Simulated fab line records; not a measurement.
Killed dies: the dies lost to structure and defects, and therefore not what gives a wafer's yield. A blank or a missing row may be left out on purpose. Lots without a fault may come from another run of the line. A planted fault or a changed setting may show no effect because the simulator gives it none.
Which tool is to blame? / flow nand_harc / 13 lots, 39 wafers sampled, at 6 steps of a route of 1159

== WHAT THE GAUGES SHOWED, per wafer ==
NHARC_P_GATE_OVL_MEAS_27. Usual: overlay_x_nm -0.3 nm, standard deviation 0.79; overlay_y_nm 0.1 nm, standard deviation 0.64.
lot=L783; measured=day 4 17:14; on=overlay-02; overlay_x_nm (nm)=0.9 0.9 0.6; overlay_y_nm (nm)=0.1 0.1 -0.3; flag=
lot=L784; measured=day 4 23:16; on=overlay-02; overlay_x_nm (nm)=-1.0 -1.3 -1.6; overlay_y_nm (nm)=0.4 -0.3 -0.2; flag=
lot=L785; measured=day 5 13:11; on=overlay-02; overlay_x_nm (nm)=-1.4 -1.1 -1.0; overlay_y_nm (nm)=0.9 1.7 1.4; flag=
lot=L786; measured=day 5 11:52; on=overlay-01; overlay_x_nm (nm)=-1.1 -0.9 -1.3; overlay_y_nm (nm)=-0.6 -0.1 -0.4; flag=
lot=L788; measured=day 6 06:50; on=overlay-02; overlay_x_nm (nm)=-0.3 -0.4 -0.5; overlay_y_nm (nm)=0.8 0.8 0.4; flag=
lot=L789; measured=day 6 07:01; on=overlay-01; overlay_x_nm (nm)=-0.2 0.0 0.3; overlay_y_nm (nm)=0.0 0.5 0.3; flag=
lot=L792; measured=day 6 21:12; on=overlay-01; overlay_x_nm (nm)=-0.2 -0.2 -0.8; overlay_y_nm (nm)=0.0 -0.1 -0.5; flag=
lot=L800; measured=day 9 01:35; on=overlay-01; overlay_x_nm (nm)=-1.3 -0.3 -0.7; overlay_y_nm (nm)=-0.3 -0.8 -0.4; flag=
lot=L801; measured=day 9 03:53; on=overlay-02; overlay_x_nm (nm)=-0.4 0.0 -0.3; overlay_y_nm (nm)=-0.1 -0.6 -0.3; flag=
lot=L802; measured=day 9 11:21; on=overlay-02; overlay_x_nm (nm)=-1.8 -1.0 -1.5; overlay_y_nm (nm)=0.6 0.0 0.0; flag=
lot=L803; measured=day 9 11:39; on=overlay-02; overlay_x_nm (nm)=0.8 0.3 0.2; overlay_y_nm (nm)=-1.3 -0.7 -0.7; flag=
lot=L805; measured=day 9 22:50; on=overlay-02; overlay_x_nm (nm)=-0.8 -0.6 -0.6; overlay_y_nm (nm)=-0.2 0.0 0.0; flag=
lot=L806; measured=day 10 13:08; on=overlay-01; overlay_x_nm (nm)=0.3 0.6 0.4; overlay_y_nm (nm)=0.7 0.2 0.8; flag=

NHARC_P_GATE_CD_MEAS_46 targets a cd of 720 nm. Usual: 719.0 nm for cd_nm, sd 1.7.
lot=L783; measured=day 5 05:04; on=cd_sem-02; cd_nm (nm)=721.1 719.9 719.8; flag=
lot=L784; measured=day 5 11:10; on=cd_sem-02; cd_nm (nm)=716.6 719.2 717.4; flag=
lot=L785; measured=day 6 00:55; on=cd_sem-01; cd_nm (nm)=720.8 720.3 718.9; flag=
lot=L786; measured=day 5 23:54; on=cd_sem-01; cd_nm (nm)=719.3 719.4 718.3; flag=
lot=L788; measured=day 6 18:40; on=cd_sem-03; cd_nm (nm)=719.3 717.0 717.2; flag=
lot=L789; measured=day 6 19:04; on=cd_sem-03; cd_nm (nm)=718.5 719.8 719.6; flag=
lot=L792; measured=day 7 09:11; on=cd_sem-03; cd_nm (nm)=604.0 605.4 602.4; flag=OFF
lot=L800; measured=day 9 13:55; on=cd_sem-01; cd_nm (nm)=718.8 721.8 715.7; flag=
lot=L801; measured=day 9 17:37; on=cd_sem-03; cd_nm (nm)=719.1 716.3 719.9; flag=
lot=L802; measured=day 9 23:14; on=cd_sem-03; cd_nm (nm)=718.8 719.7 719.3; flag=
lot=L803; measured=day 9 23:44; on=cd_sem-03; cd_nm (nm)=720.6 718.4 718.5; flag=
lot=L805; measured=day 10 10:49; on=cd_sem-02; cd_nm (nm)=722.1 716.4 718.2; flag=
lot=L806; measured=day 11 01:11; on=cd_sem-01; cd_nm (nm)=718.0 721.1 720.4; flag=

NHARC_END_SORT_01. Usual: killed_at_array 27, standard deviation 8; killed_at_other 0.8, standard deviation 1.2; killed_at_periphery 3.3, standard deviation 2.3; killed_dies 31, standard deviation 8.8; killed_open 3.2, standard deviation 2.1; killed_short 2.1, standard deviation 1.4.
lot=L792; measured=day 21 13:59; on=prober-02; killed_at_array=16 27 21; killed_at_other=0 0 0; killed_at_periphery=210 194 194; killed_dies=226 221 215; killed_open=3 4 3; killed_short=2 3 0; flag=OFF

== TOOL THAT RAN EACH LOT (tool first, then ch and the chambers of the sampled wafers, then the start) ==
lot=L783; NHARC_P_STI_CMP_21=cmp-04 ch 1,2,3, day 3 10:07; NHARC_P_GATE_EXPOSE_43=krf_scanner-04 ch 0, day 5 04:55; NHARC_P_GATE_STRIP_75=plasma_asher-02 ch 0,1, day 5 06:50
lot=L784; NHARC_P_STI_CMP_21=cmp-01 ch 1,2,3, day 3 14:43; NHARC_P_GATE_EXPOSE_43=krf_scanner-02 ch 0, day 5 11:01; NHARC_P_GATE_STRIP_75=plasma_asher-01 ch 0,1, day 5 12:31
lot=L785; NHARC_P_STI_CMP_21=cmp-04 ch 0,2,3, day 4 04:57; NHARC_P_GATE_EXPOSE_43=krf_scanner-01 ch 0, day 6 00:46; NHARC_P_GATE_STRIP_75=plasma_asher-02 ch 0,1, day 6 02:17
lot=L786; NHARC_P_STI_CMP_21=cmp-03 ch 2,3, day 4 04:58; NHARC_P_GATE_EXPOSE_43=krf_scanner-01 ch 0, day 5 23:45; NHARC_P_GATE_STRIP_75=plasma_asher-02 ch 0,1, day 6 00:50
lot=L788; NHARC_P_STI_CMP_21=cmp-01 ch 0,1,3, day 4 20:14; NHARC_P_GATE_EXPOSE_43=krf_scanner-04 ch 0, day 6 18:31; NHARC_P_GATE_STRIP_75=plasma_asher-02 ch 0,1, day 6 19:32
lot=L789; NHARC_P_STI_CMP_21=cmp-03 ch 1,2, day 4 20:14; NHARC_P_GATE_EXPOSE_43=krf_scanner-01 ch 0, day 6 18:55; NHARC_P_GATE_STRIP_75=plasma_asher-01 ch 0,1, day 6 19:56
lot=L792; NHARC_P_STI_CMP_21=cmp-01 ch 1,2, day 5 13:12; NHARC_P_GATE_EXPOSE_43=krf_scanner-01 ch 0, day 7 09:01; NHARC_P_GATE_STRIP_75=plasma_asher-01 ch 0,1, day 7 10:02
lot=L800; NHARC_P_STI_CMP_21=cmp-01 ch 0,1,3, day 7 13:39; NHARC_P_GATE_EXPOSE_43=krf_scanner-01 ch 0, day 9 13:45; NHARC_P_GATE_STRIP_75=plasma_asher-01 ch 0,1, day 9 14:45
lot=L801; NHARC_P_STI_CMP_21=cmp-01 ch 0,1,3, day 7 20:20; NHARC_P_GATE_EXPOSE_43=krf_scanner-01 ch 0, day 9 17:27; NHARC_P_GATE_STRIP_75=plasma_asher-02 ch 0,1, day 9 18:40
lot=L802; NHARC_P_STI_CMP_21=cmp-03 ch 0,2,3, day 8 04:59; NHARC_P_GATE_EXPOSE_43=krf_scanner-01 ch 0, day 9 23:05; NHARC_P_GATE_STRIP_75=plasma_asher-01 ch 0,1, day 10 00:30
lot=L803; NHARC_P_STI_CMP_21=cmp-04 ch 0,1,2, day 8 05:01; NHARC_P_GATE_EXPOSE_43=krf_scanner-04 ch 0, day 9 23:35; NHARC_P_GATE_STRIP_75=plasma_asher-01 ch 0,1, day 10 00:53
lot=L805; NHARC_P_STI_CMP_21=cmp-04 ch 2,3, day 8 14:34; NHARC_P_GATE_EXPOSE_43=krf_scanner-01 ch 0, day 10 10:40; NHARC_P_GATE_STRIP_75=plasma_asher-01 ch 0,1, day 10 11:43
lot=L806; NHARC_P_STI_CMP_21=cmp-03 ch 0,2, day 9 03:47; NHARC_P_GATE_EXPOSE_43=krf_scanner-04 ch 0, day 11 01:01; NHARC_P_GATE_STRIP_75=plasma_asher-01 ch 0, day 11 02:02
- NHARC_P_STI_CMP_21: polishes, t overpolish 20 s, target thk 380.67 nm.
- NHARC_P_GATE_EXPOSE_43: exposes mask P NSD, target cd 720 nm.
- NHARC_P_GATE_STRIP_75: strips in O2.

== AS READ BY THE TOOLS THEMSELVES (means over the sampled wafers that have a number; for cases with no such wafer, the mark the record gives instead) ==
NHARC_P_STI_CMP_21. Usual: motor_current_A 11.7 A, standard deviation 1.5; overpolish_run_s 19.999 s, standard deviation 0.009; retaining_ring_pressure_frac 1.001, standard deviation 0.0049.
lot=L783; tool=cmp-04; motor_current_A (A)=10.0; overpolish_run_s (s)=19.998; retaining_ring_pressure_frac=1.003; flag=
lot=L784; tool=cmp-01; motor_current_A (A)=11.9; overpolish_run_s (s)=20.001; retaining_ring_pressure_frac=1.004; flag=
lot=L785; tool=cmp-04; motor_current_A (A)=10.8; overpolish_run_s (s)=20.002; retaining_ring_pressure_frac=1.002; flag=
lot=L786; tool=cmp-03; motor_current_A (A)=10.5; overpolish_run_s (s)=20.002; retaining_ring_pressure_frac=1.000; flag=
lot=L788; tool=cmp-01; motor_current_A (A)=12.6; overpolish_run_s (s)=20.002; retaining_ring_pressure_frac=0.997; flag=
lot=L789; tool=cmp-03; motor_current_A (A)=12.0; overpolish_run_s (s)=20.004; retaining_ring_pressure_frac=1.000; flag=
lot=L792; tool=cmp-01; motor_current_A (A)=11.6; overpolish_run_s (s)=20.009; retaining_ring_pressure_frac=0.999; flag=
lot=L800; tool=cmp-01; motor_current_A (A)=12.5; overpolish_run_s (s)=20.006; retaining_ring_pressure_frac=1.004; flag=
lot=L801; tool=cmp-01; motor_current_A (A)=12.2; overpolish_run_s (s)=19.990; retaining_ring_pressure_frac=1.001; flag=
lot=L802; tool=cmp-03; motor_current_A (A)=12.3; overpolish_run_s (s)=19.998; retaining_ring_pressure_frac=1.008; flag=
lot=L803; tool=cmp-04; motor_current_A (A)=10.6; overpolish_run_s (s)=19.997; retaining_ring_pressure_frac=1.002; flag=
lot=L805; tool=cmp-04; motor_current_A (A)=10.6; overpolish_run_s (s)=20.002; retaining_ring_pressure_frac=0.998; flag=
lot=L806; tool=cmp-03; motor_current_A (A)=13.0; overpolish_run_s (s)=19.994; retaining_ring_pressure_frac=0.996; flag=

NHARC_P_GATE_STRIP_75. Usual: drypump_motor_current_A 6.0 A, standard deviation 0.42; heater_power_w 313 W, standard deviation 14; temp_c 249.99 C, standard deviation 0.18.
lot=L783; tool=plasma_asher-02; drypump_motor_current_A (A)=5.8; heater_power_w (W)=300; temp_c (C)=249.86; flag=
lot=L784; tool=plasma_asher-01; drypump_motor_current_A (A)=6.3; heater_power_w (W)=322; temp_c (C)=250.05; flag=
lot=L785; tool=plasma_asher-02; drypump_motor_current_A (A)=5.8; heater_power_w (W)=295; temp_c (C)=249.80; flag=
lot=L786; tool=plasma_asher-02; drypump_motor_current_A (A)=5.6; heater_power_w (W)=299; temp_c (C)=249.78; flag=
lot=L788; tool=plasma_asher-02; drypump_motor_current_A (A)=5.8; heater_power_w (W)=301; temp_c (C)=250.12; flag=
lot=L789; tool=plasma_asher-01; drypump_motor_current_A (A)=6.4; heater_power_w (W)=323; temp_c (C)=249.94; flag=
lot=L792; tool=plasma_asher-01; drypump_motor_current_A (A)=6.3; heater_power_w (W)=325; temp_c (C)=249.91; flag=
lot=L800; tool=plasma_asher-01; drypump_motor_current_A (A)=6.4; heater_power_w (W)=326; temp_c (C)=250.03; flag=
lot=L801; tool=plasma_asher-02; drypump_motor_current_A (A)=5.6; heater_power_w (W)=305; temp_c (C)=249.86; flag=
lot=L802; tool=plasma_asher-01; drypump_motor_current_A (A)=6.3; heater_power_w (W)=321; temp_c (C)=249.96; flag=
lot=L803; tool=plasma_asher-01; drypump_motor_current_A (A)=6.3; heater_power_w (W)=324; temp_c (C)=249.91; flag=
lot=L805; tool=plasma_asher-01; drypump_motor_current_A (A)=6.2; heater_power_w (W)=331; temp_c (C)=249.88; flag=
lot=L806; tool=plasma_asher-01; drypump_motor_current_A (A)=6.4; heater_power_w (W)=314; temp_c (C)=249.85; flag=

== THE ANSWER, worked out from the rows above alone ==
Rule: a lot counts as off when the mean over its wafers that have a number is more than 3 standard deviations away from the usual mean. Also off: a lot with no number at a reading for which 4 or more lots have one. Where the step has rows for the other lots, those lots are counted as sound. The gauges are gone through in route order, then the tools' own readings, and for those a lot's mean is taken as printed above. At the first step where some lot is off, the reading lying furthest off is the one used; lots without a number count as furthest.
Off, at NHARC_P_GATE_CD_MEAS_46 on cd_nm: L792.
If a tool, at a process step before that reading, ran all the lots that are off and no sound lot after the first of them, it fits. Not tried: the gauges at NHARC_P_GATE_CD_MEAS_46; whatever is off there is also off at NHARC_END_SORT_01, on other tools, and gauge error can't account for it. Not one of the candidates tried fits.

== WHAT THE SIMULATOR HAD PUT IN ==
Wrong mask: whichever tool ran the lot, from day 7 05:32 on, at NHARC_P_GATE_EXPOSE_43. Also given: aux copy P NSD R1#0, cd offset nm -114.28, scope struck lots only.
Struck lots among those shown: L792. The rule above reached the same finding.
